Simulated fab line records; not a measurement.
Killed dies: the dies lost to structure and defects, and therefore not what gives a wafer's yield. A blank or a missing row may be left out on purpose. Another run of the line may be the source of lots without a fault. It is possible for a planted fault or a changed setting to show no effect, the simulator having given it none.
Chamber matching :: flow nand harc :: NHARC_A_BONDPAD_DESCUM_11 on rie diel-13 has 4 sister chambers
The step chemistry O2, time 3 s. 45 wafers are shown with their chamber, then 12 later ones without.

## WAFERS PAIRED WITH THEIR CHAMBERS
wafer: L076.2
chamber: 1
drypump motor current A (A): 5.0
oes product au (a.u.): 1.020
rf vpp V (V): 55.2

wafer: L076.5
chamber: 2
drypump motor current A (A): 6.7
oes product au (a.u.): 1.009
rf vpp V (V): 58.8

wafer: L076.6
chamber: 3
drypump motor current A (A): 6.0
oes product au (a.u.): 0.996
rf vpp V (V): 57.6

wafer: L074.1
chamber: 1
drypump motor current A (A): 5.0
oes product au (a.u.): 1.009
rf vpp V (V): 56.8

wafer: L074.4
chamber: 2
drypump motor current A (A): 6.7
oes product au (a.u.): 1.005
rf vpp V (V): 56.0

wafer: L074.6
chamber: 0
drypump motor current A (A): 6.1
oes product au (a.u.): 0.979
rf vpp V (V): 55.6

wafer: L077.2
chamber: 1
drypump motor current A (A): 5.0
oes product au (a.u.): 1.011
rf vpp V (V): 58.5

wafer: L077.4
chamber: 2
drypump motor current A (A): 6.7
oes product au (a.u.): 1.001
rf vpp V (V): 56.9

wafer: L077.6
chamber: 0
drypump motor current A (A): 6.1
oes product au (a.u.): 0.965
rf vpp V (V): 56.6

wafer: L078.3
chamber: 0
drypump motor current A (A): 6.1
oes product au (a.u.): 0.976
rf vpp V (V): 57.8

wafer: L078.4
chamber: 3
drypump motor current A (A): 6.0
oes product au (a.u.): 0.993
rf vpp V (V): 56.3

wafer: L078.6
chamber: 2
drypump motor current A (A): 6.7
oes product au (a.u.): 1.001
rf vpp V (V): 57.7

wafer: L079.1
chamber: 0
drypump motor current A (A): 6.1
oes product au (a.u.): 0.973
rf vpp V (V): 58.1

wafer: L079.2
chamber: 3
drypump motor current A (A): 6.0
oes product au (a.u.): 0.984
rf vpp V (V): 56.8

wafer: L079.3
chamber: 2
drypump motor current A (A): 6.7
oes product au (a.u.): 1.005
rf vpp V (V): 57.8

wafer: L082.1
chamber: 0
drypump motor current A (A): 6.0
oes product au (a.u.): 0.976
rf vpp V (V): 58.4

wafer: L082.2
chamber: 3
drypump motor current A (A): 6.1
oes product au (a.u.): 0.971
rf vpp V (V): 56.8

wafer: L082.5
chamber: 0
drypump motor current A (A): 6.1
oes product au (a.u.): 0.969
rf vpp V (V): 57.5

wafer: L080.1
chamber: 0
drypump motor current A (A): 6.1
oes product au (a.u.): 0.972
rf vpp V (V): 57.7

wafer: L080.3
chamber: 3
drypump motor current A (A): 6.0
oes product au (a.u.): 0.974
rf vpp V (V): 55.3

wafer: L080.5
chamber: 2
drypump motor current A (A): 6.7
oes product au (a.u.): 0.996
rf vpp V (V): 57.9

wafer: L083.2
chamber: 2
drypump motor current A (A): 6.7
oes product au (a.u.): 1.006
rf vpp V (V): 57.5

wafer: L083.4
chamber: 3
drypump motor current A (A): 6.1
oes product au (a.u.): 0.986
rf vpp V (V): 57.4

wafer: L083.5
chamber: 0
drypump motor current A (A): 6.1
oes product au (a.u.): 0.997
rf vpp V (V): 59.2

wafer: L084.1
chamber: 3
drypump motor current A (A): 6.1
oes product au (a.u.): 0.996
rf vpp V (V): 57.3

wafer: L084.3
chamber: 0
drypump motor current A (A): 6.0
oes product au (a.u.): 0.989
rf vpp V (V): 57.0

wafer: L084.6
chamber: 3
drypump motor current A (A): 6.0
oes product au (a.u.): 0.988
rf vpp V (V): 56.2

wafer: L086.1
chamber: 3
drypump motor current A (A): 6.0
oes product au (a.u.): 0.985
rf vpp V (V): 57.7

wafer: L086.3
chamber: 2
drypump motor current A (A): 6.7
oes product au (a.u.): 1.013
rf vpp V (V): 58.3

wafer: L086.4
chamber: 0
drypump motor current A (A): 6.1
oes product au (a.u.): 0.982
rf vpp V (V): 56.4

wafer: L085.1
chamber: 2
drypump motor current A (A): 6.7
oes product au (a.u.): 1.021
rf vpp V (V): 57.5

wafer: L085.2
chamber: 0
drypump motor current A (A): 6.1
oes product au (a.u.): 0.981
rf vpp V (V): 58.4

wafer: L085.4
chamber: 3
drypump motor current A (A): 6.1
oes product au (a.u.): 0.992
rf vpp V (V): 56.1

wafer: L087.1
chamber: 0
drypump motor current A (A): 6.1
oes product au (a.u.): 0.971
rf vpp V (V): 57.5

wafer: L087.4
chamber: 1
drypump motor current A (A): 5.0
oes product au (a.u.): 1.004
rf vpp V (V): 57.3

wafer: L087.6
chamber: 3
drypump motor current A (A): 6.1
oes product au (a.u.): 1.002
rf vpp V (V): 55.5

wafer: L089.1
chamber: 0
drypump motor current A (A): 6.1
oes product au (a.u.): 0.965
rf vpp V (V): 57.6

wafer: L089.3
chamber: 2
drypump motor current A (A): 6.7
oes product au (a.u.): 1.005
rf vpp V (V): 56.9

wafer: L089.6
chamber: 2
drypump motor current A (A): 6.7
oes product au (a.u.): 1.001
rf vpp V (V): 59.0

wafer: L088.1
chamber: 0
drypump motor current A (A): 6.1
oes product au (a.u.): 0.967
rf vpp V (V): 58.6

wafer: L088.2
chamber: 3
drypump motor current A (A): 6.0
oes product au (a.u.): 1.004
rf vpp V (V): 56.9

wafer: L088.5
chamber: 0
drypump motor current A (A): 6.1
oes product au (a.u.): 0.965
rf vpp V (V): 57.4

wafer: L090.2
chamber: 2
drypump motor current A (A): 6.7
oes product au (a.u.): 1.012
rf vpp V (V): 57.9

wafer: L090.3
chamber: 1
drypump motor current A (A): 5.0
oes product au (a.u.): 1.010
rf vpp V (V): 57.4

wafer: L090.6
chamber: 2
drypump motor current A (A): 6.7
oes product au (a.u.): 1.008
rf vpp V (V): 58.3

SIGNATURES (means of the wafers above)
reading: drypump motor current A
chamber 0: 6.087
chamber 1: 5.000
chamber 2: 6.700
chamber 3: 6.042
scatter within a chamber: 0.0337

reading: oes product au
chamber 0: 0.97513
chamber 1: 1.01080
chamber 2: 1.00638
chamber 3: 0.98925
scatter within a chamber: 0.0085

reading: rf vpp V
chamber 0: 57.587
chamber 1: 57.040
chamber 2: 57.731
chamber 3: 56.658
scatter within a chamber: 0.892
Rule: a wafer's distance from a chamber is the root of the sum, over the readings, of the square of ((its reading less the chamber's mean) divided by the reading's scatter). If the next closest chamber is less than 2 further off than the closest, the wafer can't be placed; otherwise it belongs to the closest. The scatter: take each reading less its chamber's mean, square it, sum over the shown wafers, divide by the number of wafers less the number of chambers, and take the root.

## WAFERS WHOSE CHAMBER IS MISSING
wafer: L091.1
drypump motor current A (A): 6.0
oes product au (a.u.): 0.988
rf vpp V (V): 57.3

wafer: L091.2
drypump motor current A (A): 6.7
oes product au (a.u.): 1.019
rf vpp V (V): 57.7

wafer: L091.3
drypump motor current A (A): 6.0
oes product au (a.u.): 0.985
rf vpp V (V): 58.5

wafer: L094.1
drypump motor current A (A): 5.0
oes product au (a.u.): 1.017
rf vpp V (V): 57.3

wafer: L094.3
drypump motor current A (A): 6.7
oes product au (a.u.): 1.002
rf vpp V (V): 56.7

wafer: L094.4
drypump motor current A (A): 6.1
oes product au (a.u.): 0.983
rf vpp V (V): 57.5

wafer: L096.2
drypump motor current A (A): 5.0
oes product au (a.u.): 1.016
rf vpp V (V): 58.4

wafer: L096.3
drypump motor current A (A): 6.1
oes product au (a.u.): 0.991
rf vpp V (V): 57.2

wafer: L096.4
drypump motor current A (A): 6.7
oes product au (a.u.): 1.011
rf vpp V (V): 58.2

wafer: L097.1
drypump motor current A (A): 6.0
oes product au (a.u.): 0.968
rf vpp V (V): 58.5

wafer: L097.2
drypump motor current A (A): 6.1
oes product au (a.u.): 0.981
rf vpp V (V): 57.5

wafer: L097.5
drypump motor current A (A): 5.0
oes product au (a.u.): 1.009
rf vpp V (V): 57.6

## WHICH CHAMBER EACH WENT THROUGH
wafer: L091.1
from the rows above: can't be placed: 3 or 0
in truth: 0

wafer: L091.2
from the rows above: 2
in truth: 2

wafer: L091.3
from the rows above: can't be placed: 3 or 0
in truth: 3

wafer: L094.1
from the rows above: 1
in truth: 1

wafer: L094.3
from the rows above: 2
in truth: 2

wafer: L094.4
from the rows above: can't be placed: 0 or 3
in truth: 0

wafer: L096.2
from the rows above: 1
in truth: 1

wafer: L096.3
from the rows above: can't be placed: 3 or 0
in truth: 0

wafer: L096.4
from the rows above: 2
in truth: 2

wafer: L097.1
from the rows above: can't be placed: 0 or 3
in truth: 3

wafer: L097.2
from the rows above: can't be placed: 0 or 3
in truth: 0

wafer: L097.5
from the rows above: 1
in truth: 1
Placed correctly: 6 of 12. From these rows, 6 cannot be placed; in 6 the true chamber is one of the candidates. Placed wrongly: 0.
